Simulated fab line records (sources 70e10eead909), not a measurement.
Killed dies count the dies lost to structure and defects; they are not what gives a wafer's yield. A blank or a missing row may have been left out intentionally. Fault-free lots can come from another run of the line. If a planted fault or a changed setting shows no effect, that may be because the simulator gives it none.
Which of the tools did it?    flow nand_harc    36 wafers from 12 lots sampled at 5 of the route's 1302 steps

## WHAT EACH GAUGE READ, for each wafer
NHARC_P_ZERO_WELL_CD_MEAS_11 targets a cd of 500 nm.
lot   measured      on         cd_nm (nm)
L640  day 1 21:09   cd_sem-02  498.8 496.1 497.9
L642  day 2 17:16   cd_sem-03  499.1 499.5 499.9
L643  day 3 03:37   cd_sem-01  501.3 501.2 499.4
L644  day 3 13:14   cd_sem-01  501.1 499.0 501.3
L645  day 4 09:14   cd_sem-01  499.6 501.0 500.2
L646  day 4 09:17   cd_sem-03  497.7 498.4 499.1
L647  day 4 19:15   cd_sem-01  499.5 499.4 499.3
L655  day 8 03:14   cd_sem-02  507.7 510.0 507.7 507.8 509.4 507.7
L656  day 8 13:15   cd_sem-03  507.0 508.5 507.4 507.1 508.7 507.7
L659  day 9 19:14   cd_sem-02  501.9 499.2 501.1
L660  day 10 05:07  cd_sem-02  499.9 501.9 499.9
L663  day 11 11:14  cd_sem-01  499.4 500.1 499.3

NHARC_P_GATE_OVL_MEAS_27.
lot   measured      on          overlay_x_nm (nm)  overlay_y_nm (nm)
L640  day 5 08:52   overlay-01  2.2 2.3 1.9        0.4 0.1 0.4
L642  day 5 20:14   overlay-01  0.7 1.0 0.7        -1.0 -1.2 -1.2
L643  day 6 01:10   overlay-01  -1.6 -1.3 -1.9     0.4 -0.1 0.6
L644  day 6 15:58   overlay-01  0.3 0.3 0.1        -0.8 -1.0 -1.0
L645  day 7 10:50   overlay-02  1.3 1.2 1.0        -1.2 -2.1 -1.6
L646  day 7 11:00   overlay-01  -0.4 -0.2 -0.1     0.0 0.6 -0.4
L647  day 8 03:20   overlay-02  -0.4 0.3 -0.7      -0.1 -0.3 0.1
L655  day 10 23:14  overlay-02  1.1 1.3 0.5        -0.3 0.1 0.5
L656  day 11 20:07  overlay-01  -0.2 0.7 0.2       -0.9 -1.2 -1.1
L659  day 12 22:47  overlay-01  -1.0 -0.8 -0.8     0.0 0.0 0.2
L660  day 13 10:10  overlay-02  1.0 0.8 1.4        0.3 -0.1 0.6
L663  day 14 11:58  overlay-01  1.1 0.5 0.3        0.6 0.7 1.3

NHARC_P_GATE_CD_MEAS_91 targets a cd of 2000 nm.
lot   measured      on         cd_nm (nm)
L640  day 6 06:52   cd_sem-02  1999.7 1998.3 1998.1
L642  day 6 11:25   cd_sem-01  1998.5 1998.0 1998.1
L643  day 6 16:32   cd_sem-01  1998.6 1998.6 2000.7
L644  day 7 07:17   cd_sem-01  1999.5 2001.1 1998.9
L645  day 8 02:13   cd_sem-02  2000.5 2000.4 1999.7
L646  day 8 02:34   cd_sem-02  1999.5 2002.0 1999.4
L647  day 8 20:33   cd_sem-02  2000.9 1999.4 1999.4
L655  day 11 14:40  cd_sem-02  2002.0 2002.0 1998.6
L656  day 12 12:06  cd_sem-01  1999.4 2000.6 1998.2
L659  day 13 14:10  cd_sem-01  1998.0 1997.1 1998.1
L660  day 14 01:41  cd_sem-01  2001.5 2000.8 2000.9
L663  day 15 03:22  cd_sem-03  1998.5 1999.3 1999.2

## TOOL THAT RAN EACH LOT (tool first, then ch and the chambers of the sampled wafers, then the start)
lot   NHARC_P_ZERO_WELL_SOFTBAKE_06      NHARC_P_GATE_STRIP_75
L640  litho_track-03 ch 0, day 1 20:00   plasma_asher-02 ch 0,1, day 5 21:44
L642  litho_track-05 ch 0, day 2 16:00   plasma_asher-02 ch 0,1, day 6 09:00
L643  litho_track-03 ch 0, day 3 03:00   plasma_asher-02 ch 0,1, day 6 13:54
L644  litho_track-03 ch 0, day 3 12:00   plasma_asher-01 ch 0,1, day 7 04:46
L645  litho_track-03 ch 0, day 3 22:00   plasma_asher-01 ch 0,1, day 7 23:34
L646  litho_track-02 ch 0, day 4 08:00   plasma_asher-02 ch 0,1, day 7 23:55
L647  litho_track-02 ch 0, day 4 18:00   plasma_asher-01 ch 0,1, day 8 18:02
L655  litho_track-03 ch 0, day 8 02:00   plasma_asher-01 ch 0,1, day 11 12:02
L656  litho_track-03 ch 0, day 8 12:00   plasma_asher-02 ch 0,1, day 12 09:06
L659  litho_track-05 ch 0, day 9 18:00   plasma_asher-02 ch 0,1, day 13 11:31
L660  litho_track-02 ch 0, day 10 04:00  plasma_asher-02 ch 0,1, day 13 23:10
L663  litho_track-05 ch 0, day 11 10:00  plasma_asher-02 ch 0,1, day 15 00:52
- NHARC_P_ZERO_WELL_SOFTBAKE_06: time 70 s.
- NHARC_P_GATE_STRIP_75: strips in O2.

## WHAT THE TOOLS THEMSELVES READ (means of the sampled wafers that have a number; where no wafer has one, the mark that the record gives instead)
NHARC_P_ZERO_WELL_SOFTBAKE_06.
lot   tool            heater_power_total_W (W)  plate_temp_C (C)
L640  litho_track-03  200.3                     125.00
L642  litho_track-05  200.9                     125.17
L643  litho_track-03  200.4                     125.13
L644  litho_track-03  200.0                     125.07
L645  litho_track-03  202.0                     124.97
L646  litho_track-02  202.2                     125.07
L647  litho_track-02  200.9                     125.04
L655  litho_track-03  209.0                     125.05
L656  litho_track-03  207.4                     125.00
L659  litho_track-05  200.3                     124.89
L660  litho_track-02  200.7                     125.15
L663  litho_track-05  200.6                     125.26

NHARC_P_GATE_STRIP_75.
lot   tool             drypump_motor_current_A (A)  heater_power_w (W)
L640  plasma_asher-02  6.16                         336
L642  plasma_asher-02  6.28                         324
L643  plasma_asher-02  6.29                         328
L644  plasma_asher-01  5.87                         359
L645  plasma_asher-01  5.86                         366
L646  plasma_asher-02  6.17                         334
L647  plasma_asher-01  5.86                         365
L655  plasma_asher-01  5.85                         367
L656  plasma_asher-02  6.32                         316
L659  plasma_asher-02  6.15                         327
L660  plasma_asher-02  6.17                         329
L663  plasma_asher-02  6.15                         324

## THE ANSWER, worked out from the rows above alone
Rule: the usual values come from the lots themselves. The widest of any qualifying gaps counts: lots, ordered by their means at a reading, are off when they make up no more than a third of the lots, leave a main group of 4 or more, and stand apart from it by 3 or more times the standard deviation of that group's means. A main group is skipped when, at the precision printed for the reading in the tables above, its means are all equal. Also off: a lot with no number at a reading for which 4 or more lots have one. The other lots that the step has rows for count as sound. The gauges are gone through in route order, then the tools' own readings, and for those a lot's mean is taken as printed above. At the first step where some lot is off, the reading lying furthest off is the one used; lots without a number count as furthest.
Off, at NHARC_P_ZERO_WELL_CD_MEAS_11 on cd_nm: L655, L656. Main group: mean 499.7 nm, sd 0.99.
If a tool, at a process step before that reading, ran all the lots that are off and no sound lot after the first of them, it fits. The gauges at NHARC_P_ZERO_WELL_CD_MEAS_11 aren't tried: what is off there is off at NHARC_P_ZERO_WELL_SOFTBAKE_06 too, on other tools, and a gauge's error can't cause that. One fits: litho_track-03 at NHARC_P_ZERO_WELL_SOFTBAKE_06. A fault onset in the window from L645 (day 3 22:00, its last sound lot) to L655 (day 8 02:00, its first lot off) fits.
On the lots that are off, the tool's own readings at NHARC_P_ZERO_WELL_SOFTBAKE_06 differ by more than 5 times the standard deviation of the sound lots' means, which bears it out; heater_power_total_W reads 208.2 W there versus 200.8 W on the sound lots.

## WHAT WAS PUT IN BY THE SIMULATOR
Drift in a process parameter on litho_track-03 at NHARC_P_ZERO_WELL_SOFTBAKE_06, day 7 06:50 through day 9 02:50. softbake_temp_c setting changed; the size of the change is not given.
Shown lots that were struck: L655, L656. Same finding as the rule above.
